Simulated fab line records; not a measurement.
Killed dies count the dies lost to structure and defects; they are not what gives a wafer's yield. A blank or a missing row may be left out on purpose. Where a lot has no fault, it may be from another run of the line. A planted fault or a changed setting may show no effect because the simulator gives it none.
Split-lot trial :: flow n5 finfet :: 7 lots, 21 wafers read, on a route of 1938 steps

## ABOUT THE SPLIT
At N5_DUMMY_GATE_COAT_28 (time 60 s, resist thk 10 nm), the setting spin rpm was moved away from the recipe's 1500 rpm on 9 of the 21 wafers read, by -6.7% to +8.4%. This setting was run at the recipe's value on the other wafers.

The reading comes from the split's own step.

## THE READING
underlayer_of_DUMMY_GATE_COAT_28.thk nm (the simulator's own value, which no gauge read), in nm, at N5_DUMMY_GATE_COAT_28 (time 60 s, resist thk 10 nm). No usual value for it is given in the file.

wafer: L075.1
tool, chamber at the split: litho track-04, 0
spin rpm as run, rpm: 1399
against the recipe: -6.7%
underlayer_of_DUMMY_GATE_COAT_28.thk nm, nm: 10.4
against lot-mates on the recipe: +0.4

wafer: L075.2
tool, chamber at the split: litho track-04, 0
spin rpm as run, rpm: 1500
against the recipe: recipe
underlayer_of_DUMMY_GATE_COAT_28.thk nm, nm: 10
against lot-mates on the recipe: -

wafer: L075.4
tool, chamber at the split: litho track-04, 0
spin rpm as run, rpm: 1500
against the recipe: recipe
underlayer_of_DUMMY_GATE_COAT_28.thk nm, nm: 10
against lot-mates on the recipe: -

wafer: L081.1
tool, chamber at the split: litho track-03, 0
spin rpm as run, rpm: 1500
against the recipe: recipe
underlayer_of_DUMMY_GATE_COAT_28.thk nm, nm: 10
against lot-mates on the recipe: -

wafer: L081.3
tool, chamber at the split: litho track-03, 0
spin rpm as run, rpm: 1596
against the recipe: +6.4%
underlayer_of_DUMMY_GATE_COAT_28.thk nm, nm: 9.8
against lot-mates on the recipe: -0.2

wafer: L081.6
tool, chamber at the split: litho track-03, 0
spin rpm as run, rpm: 1596
against the recipe: +6.4%
underlayer_of_DUMMY_GATE_COAT_28.thk nm, nm: 9.8
against lot-mates on the recipe: -0.2

wafer: L083.2
tool, chamber at the split: litho track-03, 0
spin rpm as run, rpm: 1500
against the recipe: recipe
underlayer_of_DUMMY_GATE_COAT_28.thk nm, nm: 10
against lot-mates on the recipe: -

wafer: L083.5
tool, chamber at the split: litho track-03, 0
spin rpm as run, rpm: 1500
against the recipe: recipe
underlayer_of_DUMMY_GATE_COAT_28.thk nm, nm: 10
against lot-mates on the recipe: -

wafer: L083.6
tool, chamber at the split: litho track-03, 0
spin rpm as run, rpm: 1500
against the recipe: recipe
underlayer_of_DUMMY_GATE_COAT_28.thk nm, nm: 10
against lot-mates on the recipe: -

wafer: L084.1
tool, chamber at the split: litho track-01, 0
spin rpm as run, rpm: 1601
against the recipe: +6.7%
underlayer_of_DUMMY_GATE_COAT_28.thk nm, nm: 9.8
against lot-mates on the recipe: -0.2

wafer: L084.2
tool, chamber at the split: litho track-01, 0
spin rpm as run, rpm: 1601
against the recipe: +6.7%
underlayer_of_DUMMY_GATE_COAT_28.thk nm, nm: 9.8
against lot-mates on the recipe: -0.2

wafer: L084.4
tool, chamber at the split: litho track-01, 0
spin rpm as run, rpm: 1500
against the recipe: recipe
underlayer_of_DUMMY_GATE_COAT_28.thk nm, nm: 10
against lot-mates on the recipe: -

wafer: L085.4
tool, chamber at the split: litho track-01, 0
spin rpm as run, rpm: 1500
against the recipe: recipe
underlayer_of_DUMMY_GATE_COAT_28.thk nm, nm: 10
against lot-mates on the recipe: -

wafer: L085.5
tool, chamber at the split: litho track-01, 0
spin rpm as run, rpm: 1500
against the recipe: recipe
underlayer_of_DUMMY_GATE_COAT_28.thk nm, nm: 10
against lot-mates on the recipe: -

wafer: L085.6
tool, chamber at the split: litho track-01, 0
spin rpm as run, rpm: 1500
against the recipe: recipe
underlayer_of_DUMMY_GATE_COAT_28.thk nm, nm: 10
against lot-mates on the recipe: -

wafer: L089.3
tool, chamber at the split: litho track-03, 0
spin rpm as run, rpm: 1418
against the recipe: -5.5%
underlayer_of_DUMMY_GATE_COAT_28.thk nm, nm: 10.2
against lot-mates on the recipe: +0.2

wafer: L089.5
tool, chamber at the split: litho track-03, 0
spin rpm as run, rpm: 1418
against the recipe: -5.5%
underlayer_of_DUMMY_GATE_COAT_28.thk nm, nm: 10.2
against lot-mates on the recipe: +0.2

wafer: L089.4
tool, chamber at the split: litho track-03, 0
spin rpm as run, rpm: 1500
against the recipe: recipe
underlayer_of_DUMMY_GATE_COAT_28.thk nm, nm: 10
against lot-mates on the recipe: -

wafer: L091.1
tool, chamber at the split: litho track-01, 0
spin rpm as run, rpm: 1626
against the recipe: +8.4%
underlayer_of_DUMMY_GATE_COAT_28.thk nm, nm: 9.6
against lot-mates on the recipe: -0.4

wafer: L091.3
tool, chamber at the split: litho track-01, 0
spin rpm as run, rpm: 1626
against the recipe: +8.4%
underlayer_of_DUMMY_GATE_COAT_28.thk nm, nm: 9.6
against lot-mates on the recipe: -0.4

wafer: L091.5
tool, chamber at the split: litho track-01, 0
spin rpm as run, rpm: 1500
against the recipe: recipe
underlayer_of_DUMMY_GATE_COAT_28.thk nm, nm: 10
against lot-mates on the recipe: -

FIT RESULTS
A straight line over all 21 wafers: underlayer_of_DUMMY_GATE_COAT_28.thk nm changes by -0.0409 nm for each +1% of spin rpm; r = -0.97; the points scatter about the line by 0.045 nm.
The same after taking each lot's own level away (the mean of its wafers on the recipe; 21 wafers): -0.0409 nm for each +1%; r = -0.97; scatter 0.045 nm.
The reading moves by 0.34 nm for the largest change in spin rpm, on that fit.
The lots' own levels span 10.00 to 10.00 nm.
So the lot-to-lot level changes the slope little: the two slopes agree.
Check: with one of the wafers moved furthest among these (+8.4%) left out of the fit, the line predicts -0.317 nm for it against its lot-mates. It came out at -0.4 nm against them.

## ADDITIONAL SPLITS CARRIED BY THESE WAFERS
Other splits were also applied to these wafers ahead of the reading. Each is held against what the fit with the lots' levels taken away leaves over:
other split on the same wafers: N5_WELL_APT_PEB_06 peb time s
wafers away from the commonest value: 9
r with underlayer_of_DUMMY_GATE_COAT_28.thk nm (lot level and that fit taken away): +0.34

other split on the same wafers: N5_PMOS_HMC_CHANNEL_EPI_PEB_07 peb time s
wafers away from the commonest value: 9
r with underlayer_of_DUMMY_GATE_COAT_28.thk nm (lot level and that fit taken away): -0.37

other split on the same wafers: N5_PMOS_HMC_CHANNEL_EPI_DESCUM_14 time s
wafers away from the commonest value: 9
r with underlayer_of_DUMMY_GATE_COAT_28.thk nm (lot level and that fit taken away): -0.47

other split on the same wafers: N5_FIN_SAQP_SPACER1_ALD_24 ald cycles
wafers away from the commonest value: 7
r with underlayer_of_DUMMY_GATE_COAT_28.thk nm (lot level and that fit taken away): -0.06

## THE FILE'S OWN FIT
underlayer_of_DUMMY_GATE_COAT_28.thk nm changes by -0.0421 nm for each +1% of spin rpm, r = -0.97.
